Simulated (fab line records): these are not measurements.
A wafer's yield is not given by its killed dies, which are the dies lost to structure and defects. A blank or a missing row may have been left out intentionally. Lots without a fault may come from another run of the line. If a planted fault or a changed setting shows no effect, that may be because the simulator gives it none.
Struck lot and sound lot, side by side + flow n5_finfet + 43 steps out of a route of 1938
Sound: wafers L960.1, L960.2, L960.5. Wafers L970.2, L970.3, L970.6 were the ones struck. At the end, the cause is stated.
Order at every step that has rows: each side's tool, ch and its chambers, its first start. Under that, the readings that differ: sound wafers + struck wafers + difference of the means + sigmas: that difference in standard deviations of wafers without a fault.
alike: readings with means less than 2 such deviations apart, plus words and numbers identical on both sides. not compared: withheld readings, readings lacking a value on some wafer, bounds such as >300 that could conceal the same value, and numbers that have no deviation in the record and whose values overlap.
A row with sigmas, a row that says differs or no value, or rows on one side alone: a step with any of these is where the two part. Numbers that don't overlap but have no deviation are shown without sigmas and don't part them. Lack of a reading on every wafer of one side parts them only where that side has two or more wafers.

first, 4 steps without rows for these wafers: N5_MOL_CONTACT_COAG_PRE_CLEAN_121; N5_MOL_CONTACT_COAG_CVD_140 (deposits W, target thk 66.5 nm, time 215 s); N5_MOL_CONTACT_COAG_PRECLEAN_127 (cleans in DIW, time 57.5 s); N5_MOL_CONTACT_COAG_SRD_128 (dry time 32 s).
N5_MOL_CONTACT_COAG_CMP_52: polishes, stops on SiO2, t overpolish 1.5 s, target thk 66.5 nm.
  sound on cmp-03 ch 0,1,2, day 5 10:19; struck on cmp-03 ch 0,1,2, day 8 03:19
  alike: head_pressure_psi, motor_current_A, overpolish_run_s, time_to_endpoint_s
N5_MOL_CONTACT_COAG_THK_MEAS_53:
  sound on film_metro-02 at day 5 10:32; struck on film_metro-01 at day 8 03:36
  alike: VIA_MOL_THK
then, 1 step without rows for these wafers: N5_MOL_CONTACT_COAG_ANNEAL_112 (time 1800 s).
N5_MOL_CONTACT_COAG_INSPECT_97: inspects for defects (darkfield).
  sound on defect_inspect-01 at day 5 14:56; struck on defect_inspect-01 at day 8 06:41
  alike: raw_defect_count
N5_BEOL_M0_SAQP_PECVD_00: deposits SiCN from 3MS/NH3, target thk 8 nm, time 14 s.
  sound on pecvd-04 ch 1,2, day 5 15:17; struck on pecvd-04 ch 0,2, day 8 07:00
  alike: chamber_pressure_Torr, rf_fwd_power_W, showerhead_plenum_p_Torr, throttle_valve_pct
then, 2 steps without rows for these wafers: N5_BEOL_M0_SAQP_ILD_DEP_01 (deposits SiOC from DEMS/O2, target thk 45.419 nm, time 8.7 s); N5_BEOL_M0_SAQP_HM_DEP_02 (deposits TiN, target thk 12 nm).
N5_BEOL_M0_SAQP_PECVD_03: deposits SiCN from 3MS/NH3, target thk 12 nm, time 21.1 s.
  sound on pecvd-01 ch 1,2, day 5 16:20; struck on pecvd-04 ch 1,2, day 8 08:02
  no value came back on the struck wafers for chamber_pressure_Torr (Torr), rf_fwd_power_W (W), showerhead_plenum_p_Torr (Torr), throttle_valve_pct (%); on the sound wafers chamber_pressure_Torr (Torr) reads 3.003 3.002 3.013
N5_BEOL_M0_SAQP_PECVD_96: deposits a-Si from SiH4/He, target thk 45 nm, time 45.2 s.
  sound on pecvd-01 ch 1,2, day 5 16:22; struck on pecvd-04 ch 1,2, day 8 08:04
  alike: chamber_pressure_Torr, heater_power_outer_w, heater_power_w, showerhead_plenum_p_Torr, throttle_valve_pct
then, 2 steps without rows for these wafers: N5_BEOL_M0_SAQP_PECVD_97 (deposits SiNx from SiH4/NH3/N2, target thk 23 nm, time 19.9 s); N5_BEOL_M0_SAQP_PECVD_04 (deposits a-Si from SiH4/He, target thk 60 nm, time 60.2 s).
N5_BEOL_M0_SAQP_THK_MEAS_05:
  sound on film_metro-02 at day 5 16:32; struck on film_metro-01 at day 8 08:15
  alike: thk_nm
then, 9 steps without rows for these wafers: N5_BEOL_M0_SAQP_HM_DEP_111 (deposits SiO2 from SiH4/N2O, target thk 12 nm, time 7.2 s); N5_BEOL_M0_SAQP_COAT_81 (time 60 s, resist thk 100 nm); N5_BEOL_M0_SAQP_COAT_82 (time 60 s, resist thk 30 nm); N5_BEOL_M0_SAQP_COAT_08 (resist thk 90 nm); N5_BEOL_M0_SAQP_EBR_10; N5_BEOL_M0_SAQP_SOFTBAKE_09 (time 60 s); N5_BEOL_M0_SAQP_EXPOSE_11 (exposes mask M0 CORE, target cd 42 nm); N5_BEOL_M0_SAQP_PEB_12 (peb time 60 s); N5_BEOL_M0_SAQP_DEVELOP_13 (develop time 30 s).
N5_BEOL_M0_SAQP_CD_MEAS_14: target cd 42.5 nm.
  sound on cd_sem-01 ch 0, day 5 17:01; struck on cd_sem-03 ch 0, day 8 08:37
  alike: cd_nm
N5_BEOL_M0_SAQP_OVL_MEAS_15:
  sound on overlay-01 ch 0, day 5 17:04; struck on overlay-01 ch 0, day 8 08:38
  alike: M0_CORE_OVL
N5_BEOL_M0_SAQP_INSPECT_16: inspects for defects (brightfield).
  sound on defect_inspect-01 at day 5 17:05; struck on defect_inspect-01 at day 8 08:40
  alike: raw_defect_count
then, 1 step without rows for these wafers: N5_BEOL_M0_SAQP_DESCUM_19 (chemistry O2, time 7.9 s).
N5_BEOL_M0_SAQP_ETCH_83: etches SiARC in CF4, target depth 39 nm, time 65 s.
  sound on rie_diel-06 ch 2,3, day 5 17:10; struck on rie_diel-01 ch 0,3, day 8 08:44
  alike: chamber_pressure_mTorr, drypump_motor_current_A, etch_rf_on_time_s, mfc_ar_sccm, oes_product_au, rf_vpp_V, showerhead_plenum_p_Torr, throttle_valve_pct
  not compared: rf_hours_counter_h
then, 4 steps without rows for these wafers: N5_BEOL_M0_SAQP_ETCH_84 (etches SOC in N2/H2, target depth 100 nm, overetch 20 nm, time 150 s); N5_BEOL_M0_SAQP_STRIP_80 (strips in N2/H2); N5_BEOL_M0_SAQP_HM_OPEN_112 (chemistry CHF3/O2, target SiO2, stops on a-Si, target depth 12 nm, time 13.5 s); N5_BEOL_M0_SAQP_STRIP_113 (strips in CHF3/O2).
N5_BEOL_M0_SAQP_MANDREL_ETCH_20: etches a-Si in HBr/Cl2, stops on SiNx, target depth 60 nm, bt time 10 s, time 30 s.
  sound on rie_si-04 ch 1,2, day 5 17:24; struck on rie_si-04 ch 0,3, day 8 08:59
  alike: chamber_pressure_mTorr, drypump_motor_current_A, oes_product_au, throttle_valve_pct
  not compared: rf_hours_counter_h
then, 6 steps without rows for these wafers: N5_BEOL_M0_SAQP_STRIP_86 (strips in N2/H2); N5_BEOL_M0_SAQP_STRIP_115 (strips in post etch residue remover, time 60 s); N5_BEOL_M0_SAQP_SRD_93 (time 30 s); N5_BEOL_M0_SAQP_RECESS_114 (chemistry HF/NH3, target SiO2, target depth 14.4 nm, afs cycles 3, sublimation time 60 s); N5_BEOL_M0_SAQP_SPACER1_ALD_98 (deposits SiO2, target thk 12.8 nm, pulse time 1 s, purge time 2 s); N5_BEOL_M0_SAQP_SPACER1_ETCHBACK_99 (etches SiO2 in CHF3/O2, target depth 15.4 nm, time 7.7 s).
N5_BEOL_M0_SAQP_CD_MEAS_29: target cd 14.4 nm.
  sound on cd_sem-02 ch 0, day 5 22:29; struck on cd_sem-03 ch 0, day 8 14:16
| reading    | sound             | struck | difference                    | sigmas |
|------------|-------------------|--------|-------------------------------|--------|
| cd_nm (nm) | 14.77 15.05 15.08 | - - -  | no value on the struck wafers |        |
N5_BEOL_M4_RC_MEAS_101:
  the record has rows for the sound wafers here (prober-01 ch 0, day 10 13:35) and none for the struck ones

WHERE THEY PART
Last at N5_BEOL_M4_RC_MEAS_101 as far as this record goes, first at N5_BEOL_M0_SAQP_PECVD_03.

WHY: what had been put in by the simulator
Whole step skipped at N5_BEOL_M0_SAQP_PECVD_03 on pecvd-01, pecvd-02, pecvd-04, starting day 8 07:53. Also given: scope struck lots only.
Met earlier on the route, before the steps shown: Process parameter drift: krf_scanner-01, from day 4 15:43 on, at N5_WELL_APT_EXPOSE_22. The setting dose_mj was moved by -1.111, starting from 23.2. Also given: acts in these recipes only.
